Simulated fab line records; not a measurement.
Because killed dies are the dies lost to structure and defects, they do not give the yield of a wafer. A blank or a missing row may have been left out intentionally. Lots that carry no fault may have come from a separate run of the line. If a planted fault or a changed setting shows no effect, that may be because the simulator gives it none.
Which tool was responsible? -- flow n5 finfet -- 28 wafers from 10 lots sampled at 4 of the route's 1938 steps

== WHAT THE GAUGES SHOWED, per wafer ==
N5_BEOL_M4_RC_MEAS_101.
lot,measured,on,RS_NWELL (ohm/sq)
L401,day 7 20:04,prober-02,1035 1035 1034
L402,day 8 01:37,prober-01,1037 1045
L405,day 8 23:21,prober-02,1039 1040 1038
L406,day 9 12:39,prober-02,1256 1263 1270
L408,day 9 17:04,prober-02,1266 1278 1264
L414,day 10 22:27,prober-01,1046 1030
L418,day 12 04:14,prober-01,1052 1043 1032
L419,day 12 22:20,prober-02,1044 1044 1036
L421,day 13 13:07,prober-02,1038 1036 1033
L423,day 13 15:26,prober-02,1036 1041 1041

== WHICH TOOL RAN EACH LOT (tool, then ch and the chambers of the sampled wafers, then the start) ==
lot,N5_WELL_APT_IMPLANT_14,N5_WELL_APT_RTA_34,N5_PMOS_HMC_CHANNEL_EPI_DESCUM_14
L401,"implanter-02 ch 0, day 1 14:13","rtp anneal-01 ch 0, day 1 16:40","rie diel-02 ch 1,2,3, day 1 18:15"
L402,"implanter-01 ch 0, day 1 20:04","rtp anneal-02 ch 0, day 1 21:53","rie diel-01 ch 0,2, day 1 23:16"
L405,"implanter-01 ch 0, day 2 14:13","rtp anneal-02 ch 0, day 2 16:10","rie diel-05 ch 2,3, day 2 17:24"
L406,"implanter-01 ch 0, day 2 19:53","rtp anneal-01 ch 0, day 2 21:41","rie diel-01 ch 0,2,3, day 2 23:24"
L408,"implanter-01 ch 0, day 3 08:11","rtp anneal-01 ch 0, day 3 09:59","rie diel-01 ch 0,1,2, day 3 11:42"
L414,"implanter-02 ch 0, day 4 19:50","rtp anneal-02 ch 0, day 4 21:46","rie diel-05 ch 1,2, day 4 23:40"
L418,"implanter-01 ch 0, day 5 19:54","rtp anneal-02 ch 0, day 5 21:42","rie diel-05 ch 1,2,3, day 5 23:31"
L419,"implanter-02 ch 0, day 6 02:23","rtp anneal-02 ch 0, day 6 04:14","rie diel-02 ch 2,3, day 6 05:38"
L421,"implanter-02 ch 0, day 6 14:07","rtp anneal-01 ch 0, day 6 15:59","rie diel-05 ch 0,2, day 6 17:37"
L423,"implanter-01 ch 0, day 7 02:01","rtp anneal-01 ch 0, day 7 04:01","rie diel-01 ch 1,2, day 7 05:25"
- N5_WELL_APT_IMPLANT_14
- N5_WELL_APT_RTA_34: time 10 s.
- N5_PMOS_HMC_CHANNEL_EPI_DESCUM_14: chemistry O2, time 7.9 s.

== THE ANSWER, worked out from the rows above alone ==
Rule: the usual values come from the lots themselves. The widest of any qualifying gaps counts: lots, ordered by their means at a reading, are off when they make up no more than a third of the lots, leave a main group of 4 or more, and stand apart from it by 3 or more times the standard deviation of that group's means. If all means in a main group match to the digits the tables above print for the reading, that group is not used. A lot without any number at a reading at which 4 lots or more have one is off too. Any other lot the step has rows for is counted as sound.
Off: L406, L408, at N5_BEOL_M4_RC_MEAS_101 (RS_NWELL). The main group: mean 1039 ohm/sq, standard deviation 2.5.
A tool fits if, at a process step before that reading, it ran every lot that is off, and no sound lot after the first of them. Those tools and the gauges at N5_BEOL_M4_RC_MEAS_101 are tried in the same way. Of those tried, none fits.

== WHAT THE SIMULATOR HAD INSERTED ==
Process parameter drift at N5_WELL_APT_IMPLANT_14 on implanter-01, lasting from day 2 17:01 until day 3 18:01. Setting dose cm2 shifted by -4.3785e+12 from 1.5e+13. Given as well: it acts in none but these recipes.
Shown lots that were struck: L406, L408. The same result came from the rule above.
